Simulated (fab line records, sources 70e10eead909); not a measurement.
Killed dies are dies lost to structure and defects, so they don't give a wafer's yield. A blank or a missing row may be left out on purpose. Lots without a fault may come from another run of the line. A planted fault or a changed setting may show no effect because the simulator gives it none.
Which tool did it? | flow nand_harc | 12 lots, 36 wafers sampled, at 5 steps of a route of 1159

WHAT THE GAUGES READ, wafer by wafer
NHARC_P_STI_CD_MEAS_16. Usual: cd_nm 198 nm, standard deviation 3.9.
lot  | measured    | on        | cd_nm (nm)  | flag
L390 | day 2 18:44 | cd_sem-01 | 203 194 198 |
L392 | day 3 02:14 | cd_sem-03 | 206 201 203 |
L394 | day 3 18:47 | cd_sem-01 | 199 195 194 |
L395 | day 4 01:31 | cd_sem-03 | 200 193 201 |
L397 | day 4 13:53 | cd_sem-02 | 202 201 196 |
L398 | day 4 21:21 | cd_sem-03 | 193 191 196 |
L400 | day 5 05:16 | cd_sem-01 | 195 199 202 |
L401 | day 5 12:37 | cd_sem-02 | 197 196 201 |
L402 | day 5 17:55 | cd_sem-03 | 199 197 194 |
L406 | day 6 19:22 | cd_sem-01 | 199 204 203 |
L411 | day 8 02:16 | cd_sem-03 | 196 195 198 |
L412 | day 8 05:52 | cd_sem-02 | 194 196 202 |

NHARC_END_SORT_01. Usual: killed_at_array 25, standard deviation 10; killed_at_other 0.6, standard deviation 0.91; killed_at_periphery 3.6, standard deviation 2.9; killed_dies 29, standard deviation 10; killed_open 3.3, standard deviation 2; killed_short 1.9, standard deviation 1.5.
lot  | measured     | on        | killed_at_array | killed_at_other | killed_at_periphery | killed_dies | killed_open | killed_short | flag
L401 | day 22 03:14 | prober-02 | 30 28 27        | 1 1 1           | 646 648 649         | 677 677 677 | 2 4 6       | 3 3 2        | OFF
L402 | day 22 11:46 | prober-02 | 19 24 27        | 0 1 0           | 658 652 650         | 677 677 677 | 4 5 3       | 3 0 1        | OFF

WHICH TOOL RAN EACH LOT (tool, then ch and the chambers of the sampled wafers, then the start)
lot  | NHARC_P_ZERO_WELL_ETCH_62                    | NHARC_P_GATE_ETCH_32             | NHARC_P_CONTACT_DEP_00
L390 | rie_diel-07 ch 1,2, day 2 18:44 or earlier   | rie_si-05 ch 0,3, day 4 16:22    | pecvd-02 ch 0,1,2, no start
L392 | rie_diel-10 ch 1,2,3, day 3 02:14 or earlier | rie_si-03 ch 0,1,2, day 5 08:23  | pecvd-01 ch 0,1,2, no start
L394 | rie_diel-10 ch 0,1,2, day 3 18:47 or earlier | rie_si-04 ch 0,2, day 6 01:44    | pecvd-02 ch 0,1,2, no start
L395 | rie_diel-13 ch 1,2, day 4 01:31 or earlier   | rie_si-05 ch 1,3, day 6 05:43    | pecvd-01 ch 0,1, no start
L397 | rie_diel-13 ch 0,2,3, day 4 13:53 or earlier | rie_si-03 ch 1,2,3, day 6 21:27  | pecvd-03 ch 1,2, no start
L398 | rie_diel-10 ch 0,3, day 4 21:21 or earlier   | rie_si-05 ch 0,3, day 6 21:02    | pecvd-03 ch 0,1, no start
L400 | rie_diel-07 ch 0,1,3, day 5 05:16 or earlier | rie_si-04 ch 0,1,2, day 7 13:23  | pecvd-03 ch 0,2, no start
L401 | rie_diel-10 ch 0,2, day 5 12:37 or earlier   | rie_si-03 ch 0,1,3, day 8 01:07  | -
L402 | rie_diel-07 ch 0,1,3, day 5 17:55 or earlier | rie_si-04 ch 0,2,3, day 8 00:28  | -
L406 | rie_diel-07 ch 0,1, day 6 19:22 or earlier   | rie_si-05 ch 0,3, day 9 01:34    | pecvd-03 ch 0,2, no start
L411 | rie_diel-07 ch 1,3, day 8 02:16 or earlier   | rie_si-03 ch 0,2,3, day 10 05:22 | pecvd-02 ch 0,1,2, no start
L412 | rie_diel-13 ch 0,1,2, day 8 05:52 or earlier | rie_si-03 ch 0,1,3, day 10 06:17 | pecvd-03 ch 0,2, day 11 00:43
- NHARC_P_ZERO_WELL_ETCH_62: etches the open film in CHF3/Ar, target depth 13 nm, time 6.5 s.
- NHARC_P_GATE_ETCH_32: etches the open film in HBr/Cl2, target depth 150 nm, time 100.1 s.
- NHARC_P_CONTACT_DEP_00: deposits SiO2, target thk 500 nm.

WHAT THE TOOLS THEMSELVES READ (means of the sampled wafers that have a number; where no wafer has one, the mark that the record gives instead)
NHARC_P_ZERO_WELL_ETCH_62. Usual: bias_w 200.0 W, standard deviation 0.68; chamber_pressure_mTorr 24.999 mTorr, standard deviation 0.023; drypump_motor_current_A 5.9 A, standard deviation 0.47; oes_product_au 0.964 a.u., standard deviation 0.018; rf_vpp_V 371.2 V, standard deviation 2.4; showerhead_plenum_p_Torr 2.38 Torr, standard deviation 0.11; throttle_valve_pct 20.217 %, standard deviation 0.009.
lot  | tool        | bias_w (W) | chamber_pressure_mTorr (mTorr) | drypump_motor_current_A (A) | oes_product_au (a.u.) | rf_vpp_V (V) | showerhead_plenum_p_Torr (Torr) | throttle_valve_pct (%) | flag
L390 | rie_diel-07 | 199.3      | 24.992                         | 5.8                         | 0.979                 | 372.4        | 2.39                            | 20.212                 |
L392 | rie_diel-10 | 199.7      | 24.963                         | 5.9                         | 0.969                 | 372.4        | 2.41                            | 20.217                 |
L394 | rie_diel-10 | 199.8      | 25.009                         | 5.7                         | 0.965                 | 371.7        | 2.39                            | 20.224                 |
L395 | rie_diel-13 | 200.0      | 24.995                         | 5.7                         | 0.961                 | 373.0        | 2.51                            | 20.222                 |
L397 | rie_diel-13 | 200.1      | 25.005                         | 5.7                         | 0.966                 | 370.8        | 2.38                            | 20.215                 |
L398 | rie_diel-10 | 200.5      | 25.004                         | 6.4                         | 0.964                 | 369.3        | 2.28                            | 20.209                 |
L400 | rie_diel-07 | 200.0      | 24.978                         | 6.4                         | 0.967                 | 369.9        | 2.30                            | 20.220                 |
L401 | rie_diel-10 | 200.1      | 25.004                         | 6.0                         | 0.947                 | 369.6        | 2.32                            | 20.215                 |
L402 | rie_diel-07 | 200.4      | 25.009                         | 6.4                         | 0.958                 | 369.3        | 2.30                            | 20.215                 |
L406 | rie_diel-07 | 200.5      | 25.012                         | 6.4                         | 0.952                 | 368.5        | 2.25                            | 20.223                 |
L411 | rie_diel-07 | 199.9      | 25.011                         | 6.5                         | 0.957                 | 370.1        | 2.34                            | 20.223                 |
L412 | rie_diel-13 | 199.8      | 25.017                         | 5.7                         | 0.961                 | 373.0        | 2.47                            | 20.212                 |

NHARC_P_GATE_ETCH_32. Usual: bias_w 100.04 W, standard deviation 0.29; chamber_pressure_mTorr 15.000 mTorr, standard deviation 0.014; drypump_motor_current_A 5.7 A, standard deviation 0.36; oes_product_au 0.999 a.u., standard deviation 0.012; throttle_valve_pct 26.406 %, standard deviation 0.0092.
lot  | tool      | bias_w (W) | chamber_pressure_mTorr (mTorr) | drypump_motor_current_A (A) | oes_product_au (a.u.) | throttle_valve_pct (%) | flag
L390 | rie_si-05 | 100.20     | 15.003                         | 5.6                         | 0.990                 | 26.410                 |
L392 | rie_si-03 | 99.88      | 14.994                         | 5.6                         | 1.000                 | 26.410                 |
L394 | rie_si-04 | 99.73      | 14.996                         | 6.1                         | 1.019                 | 26.394                 |
L395 | rie_si-05 | 100.16     | 15.000                         | 5.5                         | 0.982                 | 26.405                 |
L397 | rie_si-03 | 100.22     | 14.988                         | 5.9                         | 0.991                 | 26.411                 |
L398 | rie_si-05 | 99.97      | 14.991                         | 5.6                         | 0.995                 | 26.402                 |
L400 | rie_si-04 | 99.88      | 14.996                         | 5.7                         | 1.008                 | 26.398                 |
L401 | rie_si-03 | -          | -                              | -                           | -                     | -                      | OFF
L402 | rie_si-04 | -          | -                              | -                           | -                     | -                      | OFF
L406 | rie_si-05 | 100.08     | 15.015                         | 5.6                         | 1.003                 | 26.403                 |
L411 | rie_si-03 | 100.06     | 15.014                         | 5.8                         | 1.001                 | 26.405                 |
L412 | rie_si-03 | 100.01     | 14.992                         | 5.5                         | 1.007                 | 26.409                 |

NHARC_P_CONTACT_DEP_00. Usual: flow_sccm 2649 sccm, standard deviation 7.8; heater_power_w 570 W, standard deviation 100; throttle_valve_pct 16.1 %, standard deviation 0.44.
lot  | tool     | flow_sccm (sccm) | heater_power_w (W) | throttle_valve_pct (%) | flag
L390 | pecvd-02 | 2652             | 620                | 15.9                   |
L392 | pecvd-01 | 2653             | 498                | 16.1                   |
L394 | pecvd-02 | 2652             | 607                | 16.0                   |
L395 | pecvd-01 | 2652             | 557                | 16.4                   |
L397 | pecvd-03 | 2649             | 602                | 15.8                   |
L398 | pecvd-03 | 2651             | 586                | 16.4                   |
L400 | pecvd-03 | 2647             | 571                | 16.2                   |
L406 | pecvd-03 | 2645             | 556                | 16.3                   |
L411 | pecvd-02 | 2648             | 656                | 15.8                   |
L412 | pecvd-03 | 2650             | 530                | 16.3                   |

THE ANSWER, worked out from the rows above alone
Rule: a lot is off if the mean of its wafers that have a number lies more than 3 standard deviations from the usual mean. A lot without any number at a reading at which 4 lots or more have one is off too. The other lots that the step has rows for count as sound. The gauges are gone through in route order, then the tools' own readings, and for those a lot's mean is taken as printed above. The first step at which some lot is off is used, and at that step the reading that is off furthest; a lot without a number counts as furthest.
Off: L401, L402, at NHARC_END_SORT_01 (killed_at_periphery). Neither off nor sound, because the step has no rows for them: L390, L392, L394, L395, L397, L398, L400, L406, L411, L412.
A tool fits if, at a process step before that reading, it ran every lot that is off, and no sound lot after the first of them. The gauges at NHARC_END_SORT_01 aren't tried: what is off there is off at NHARC_P_GATE_ETCH_32 too, on other tools, and a gauge's error can't cause that. NHARC_P_ZERO_WELL_ETCH_62 gives no start for some lots, so the hours and the order of its lots are those of NHARC_P_STI_CD_MEAS_16. None of those tried fits.

WHAT THE SIMULATOR HAD PUT IN
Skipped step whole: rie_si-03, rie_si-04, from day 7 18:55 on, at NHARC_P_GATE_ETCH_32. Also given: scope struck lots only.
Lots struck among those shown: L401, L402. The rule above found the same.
